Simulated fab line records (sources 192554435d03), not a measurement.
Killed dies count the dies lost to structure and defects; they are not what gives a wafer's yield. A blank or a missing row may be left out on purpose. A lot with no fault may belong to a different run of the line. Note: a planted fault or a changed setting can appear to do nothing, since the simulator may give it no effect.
Which tool did it? | flow n5Finfet | Sampling: 9 lots, 27 wafers, 5 of 1938 route steps

WHAT THE GAUGES SHOWED, per wafer
N5_BEOL_M2_CD_MEAS_11: the cd target is 16.79 nm. Usual: cdNm 16.76 nm, standard deviation 0.23.
lot  | measured     | on       | cdNm (nm)         | flag
L470 | day 6 13:58  | cdSem-03 | 17.05 17.01 16.56 | 
L472 | day 7 22:10  | cdSem-01 | 16.42 17.02 16.94 | 
L477 | day 9 20:08  | cdSem-02 | 16.05 16.74 16.58 | 
L479 | day 10 16:00 | cdSem-01 | 16.89 16.71 17.01 | 
L481 | day 11 04:52 | cdSem-01 | 16.78 17.03 16.69 | 
L488 | day 12 20:47 | cdSem-02 | 16.43 16.81 16.77 | 
L489 | day 13 02:07 | cdSem-01 | 16.98 16.46 16.44 | 
L492 | day 14 04:21 | cdSem-01 | 17.13 17.10 16.97 | 
L490 | day 14 05:07 | cdSem-01 | 16.84 16.95 16.49 | 

N5_BEOL_M4_RC_MEAS_101. Usual: DIBL_N 36.5 mV/V, standard deviation 1.2; DIBL_P 36.5 mV/V, standard deviation 1.6; IOFF_N 0.162 nA/um, standard deviation 0.023; IOFF_P 0.221 nA/um, standard deviation 0.03; ION_N 678 uA/um, standard deviation 8; ION_P 466 uA/um, standard deviation 6.3; SS_N 71.6 mV/dec, standard deviation 0.46; SS_P 73.3 mV/dec, standard deviation 0.57; VT_N 249.2 mV, standard deviation 2.6; VT_P -249 mV, standard deviation 3.3.
lot  | measured     | on        | DIBL_N (mV/V)  | DIBL_P (mV/V)  | IOFF_N (nA/um)    | IOFF_P (nA/um)    | ION_N (uA/um) | ION_P (uA/um) | SS_N (mV/dec)  | SS_P (mV/dec)  | VT_N (mV)         | VT_P (mV)      | flag
L470 | day 8 15:49  | prober-02 | 38.6 36.6 37.1 | 36.2 34.8 34.5 | 0.178 0.144 0.149 | 0.225 0.207 0.197 | 683 665 679   | 463 460 463   | 71.8 71.2 72.2 | 73.7 73.2 72.9 | 247.0 249.8 249.5 | -252 -250 -252 | 
L472 | day 11 02:35 | prober-02 | 35.9 38.2 34.9 | 36.2 38.8 34.9 | 0.143 0.187 0.126 | 0.197 0.249 0.177 | 676 691 664   | 470 468 458   | 71.2 71.9 71.0 | 73.5 74.2 73.4 | 251.3 247.9 253.5 | -252 -249 -254 | 
L477 | day 11 14:50 | prober-02 | 36.9 36.6 36.5 | 37.8 37.4 37.5 | 0.162 0.155 0.156 | 0.189 0.180 0.176 | 680 667 682   | 459 454 460   | 71.5 71.3 71.9 | 73.0 74.0 72.5 | 250.4 251.2 250.6 | -253 -254 -256 | 
L479 | day 12 01:18 | prober-02 | 37.9 38.1 38.1 | 37.1 36.4 37.2 | 0.180 0.169 0.179 | 0.229 0.214 0.227 | 680 674 678   | 463 460 468   | 71.7 71.5 72.0 | 73.1 73.1 72.6 | 246.5 248.7 247.2 | -248 -249 -252 | 
L481 | day 12 23:46 | prober-02 | 35.7 36.7 36.8 | 35.1 35.9 36.9 | 0.158 0.175 0.188 | 0.179 0.192 0.210 | 681 680 689   | 454 455 463   | 71.3 71.9 72.1 | 73.0 73.6 73.7 | 252.5 246.2 249.9 | -254 -254 -250 | 
L488 | day 14 11:44 | prober-01 | 36.2 35.3 34.6 | 38.9 38.1 36.3 | 0.194 0.165 0.152 | 0.254 0.232 0.215 | 695 677 678   | 471 464 465   | 72.0 72.7 71.9 | 73.8 72.7 73.0 | 247.0 248.3 251.2 | -246 -248 -247 | 
L489 | day 14 12:09 | prober-02 | 38.8 36.4 38.4 | 39.4 36.0 38.4 | 0.225 0.173 0.204 | 0.302 0.244 0.288 | 700 682 687   | 475 471 479   | 72.1 71.6 71.8 | 74.0 72.6 74.0 | 243.9 246.0 246.0 | -244 -245 -244 | 
L492 | day 15 21:52 | prober-02 | 36.5 34.9 34.3 | 36.1 33.7 34.0 | 0.189 0.157 0.154 | 0.268 0.225 0.230 | 692 680 686   | 478 474 477   | 71.5 71.4 71.4 | 73.4 72.5 72.6 | 246.6 248.0 248.0 | -241 -245 -246 | 
L490 | day 16 04:32 | prober-01 | 38.0 37.1 36.0 | 36.7 35.6 34.9 | 0.167 0.155 0.138 | 0.214 0.203 0.189 | 674 677 672   | 462 465 464   | 72.0 71.5 71.7 | 74.3 72.9 73.1 | 246.7 248.8 250.6 | -249 -250 -249 | 

WHICH TOOL RAN EACH LOT (tool, then ch and the chambers of the sampled wafers, then the start)
lot  | N5_BEOL_M1_CO_CAP_55            | N5_BEOL_M2_ETCH_63                | N5_BEOL_M2_STRIP_66
L470 | cvdCo-02 ch 0,1,2, day 6 13:10  | rieDiel-01 ch 0,1,3, day 6 14:17  | rieDiel-01 ch 0,1,3, day 6 14:27
L472 | cvdCo-01 ch 0,1, day 7 01:31    | rieDiel-04 ch 0,2,3, day 7 22:23  | rieDiel-04 ch 0,2,3, day 7 22:33
L477 | cvdCo-02 ch 0,1, day 8 20:11    | rieDiel-01 ch 0,3, day 9 20:49    | rieDiel-01 ch 0,3, day 9 20:58
L479 | cvdCo-02 ch 0,1,2, day 10 14:31 | rieDiel-01 ch 0,1,3, day 10 16:11 | rieDiel-01 ch 0,1,3, day 10 16:20
L481 | cvdCo-02 ch 0,2, day 11 02:39   | rieDiel-01 ch 0,2,3, day 11 05:56 | rieDiel-01 ch 0,2,3, day 11 06:06
L488 | cvdCo-02 ch 0,1,2, day 12 19:57 | rieDiel-04 ch 1,2,3, day 12 20:57 | rieDiel-04 ch 1,2,3, day 12 21:07
L489 | cvdCo-02 ch 0,1,2, day 12 22:49 | rieDiel-04 ch 0,1, day 13 02:22   | rieDiel-04 ch 0,1, day 13 02:32
L492 | cvdCo-02 ch 0,1,2, day 14 02:18 | rieDiel-01 ch 1,2,3, day 14 04:43 | rieDiel-01 ch 1,2,3, day 14 04:52
L490 | cvdCo-02 ch 1,2, day 14 03:13   | rieDiel-06 ch 0,2,3, day 14 05:42 | rieDiel-06 ch 0,2,3, day 14 05:52
- N5_BEOL_M1_CO_CAP_55: material Co, precursor CCTBA/H2, target thk 2 nm, time 102.1 s.
- N5_BEOL_M2_ETCH_63: etches SiARC in CF4, target depth 15.6 nm, time 26 s.
- N5_BEOL_M2_STRIP_66: strips in CF4.

AS READ BY THE TOOLS THEMSELVES (means over the sampled wafers that have a number; for cases with no such wafer, the mark the record gives instead)
N5_BEOL_M1_CO_CAP_55. Usual: heaterPowerW 236 W, standard deviation 24.
lot  | tool     | heaterPowerW (W) | flag
L470 | cvdCo-02 | 237              | 
L472 | cvdCo-01 | 230              | 
L477 | cvdCo-02 | 262              | 
L479 | cvdCo-02 | 236              | 
L481 | cvdCo-02 | 215              | 
L488 | cvdCo-02 | 240              | 
L489 | cvdCo-02 | 236              | 
L492 | cvdCo-02 | 240              | 
L490 | cvdCo-02 | 252              | 

N5_BEOL_M2_ETCH_63. Usual: drypumpMotorCurrentA 5.8 A (standard deviation 0.38); etchRfOnTimeS 25.77 s (standard deviation 0.29); mfcArSccm 100.02 sccm (standard deviation 0.29); oesProductAu 0.67 a.u. (standard deviation 0.052); rfVppV 184.4 V (standard deviation 1.1); showerheadPlenumPTorr 2.17 Torr (standard deviation 0.054); throttleValvePct 15.64 % (standard deviation 0.17).
lot  | tool       | drypumpMotorCurrentA (A) | etchRfOnTimeS (s) | mfcArSccm (sccm) | oesProductAu (a.u.) | rfVppV (V) | showerheadPlenumPTorr (Torr) | throttleValvePct (%) | flag
L470 | rieDiel-01 | 5.7                      | 25.63             | 99.90            | 0.71                | 184.7      | 2.19                         | 15.60                | 
L472 | rieDiel-04 | 6.1                      | 25.78             | 99.93            | 0.69                | 185.7      | 2.23                         | 15.66                | 
L477 | rieDiel-01 | 5.7                      | 25.88             | 99.93            | 0.68                | 184.5      | 2.18                         | 15.69                | 
L479 | rieDiel-01 | 5.7                      | 20.02             | 100.04           | 0.82                | 184.0      | 2.18                         | 15.64                | OFF
L481 | rieDiel-01 | 5.9                      | 22.70             | 100.01           | 0.75                | 184.3      | 2.16                         | 15.70                | OFF
L488 | rieDiel-04 | 5.7                      | 26.22             | 99.81            | 0.62                | 185.0      | 2.18                         | 15.69                | 
L489 | rieDiel-04 | 5.7                      | 25.65             | 99.85            | 0.69                | 185.7      | 2.18                         | 15.43                | 
L492 | rieDiel-01 | 5.9                      | 25.56             | 100.00           | 0.66                | 184.2      | 2.12                         | 15.74                | 
L490 | rieDiel-06 | 5.6                      | 25.88             | 100.33           | 0.60                | 183.9      | 2.15                         | 15.71                | 

N5_BEOL_M2_STRIP_66. Usual: drypumpMotorCurrentA 5.8 A, standard deviation 0.38; oesProductAu 0.78 a.u., standard deviation 0.057; rfVppV 271.7 V, standard deviation 1.3; showerheadPlenumPTorr 1.82 Torr, standard deviation 0.046; throttleValvePct 13.61 %, standard deviation 0.18.
lot  | tool       | drypumpMotorCurrentA (A) | oesProductAu (a.u.) | rfVppV (V) | showerheadPlenumPTorr (Torr) | throttleValvePct (%) | flag
L470 | rieDiel-01 | 5.7                      | 0.82                | 271.1      | 1.83                         | 13.55                | 
L472 | rieDiel-04 | 6.1                      | 0.80                | 272.3      | 1.87                         | 13.64                | 
L477 | rieDiel-01 | 5.6                      | 0.78                | 272.3      | 1.82                         | 13.65                | 
L479 | rieDiel-01 | 5.7                      | 0.79                | 271.9      | 1.82                         | 13.60                | 
L481 | rieDiel-01 | 5.8                      | 0.79                | 271.2      | 1.81                         | 13.65                | 
L488 | rieDiel-04 | 5.7                      | 0.72                | 271.6      | 1.83                         | 13.68                | 
L489 | rieDiel-04 | 5.7                      | 0.79                | 272.3      | 1.83                         | 13.43                | 
L492 | rieDiel-01 | 5.9                      | 0.76                | 270.8      | 1.77                         | 13.70                | 
L490 | rieDiel-06 | 5.6                      | 0.70                | 272.0      | 1.81                         | 13.72                | 

THE ANSWER, worked out from the rows above alone
Rule: a lot counts as off when the mean over its wafers that have a number is more than 3 standard deviations away from the usual mean. A lot without any number at a reading at which 4 lots or more have one is off too. Where the step has rows for the other lots, those lots are counted as sound. Order of review: gauges by route order, followed by the tools' own readings, for which a lot's mean as printed above is used. At the first step where some lot is off, the reading lying furthest off is the one used; lots without a number count as furthest.
Off: L479, L481 (N5_BEOL_M2_ETCH_63, etchRfOnTimeS).
A tool fits if, at that step or a process step before it, it ran every lot that is off, and no sound lot after the first of them. Not one of the candidates tried fits.

WHAT THE SIMULATOR PUT IN
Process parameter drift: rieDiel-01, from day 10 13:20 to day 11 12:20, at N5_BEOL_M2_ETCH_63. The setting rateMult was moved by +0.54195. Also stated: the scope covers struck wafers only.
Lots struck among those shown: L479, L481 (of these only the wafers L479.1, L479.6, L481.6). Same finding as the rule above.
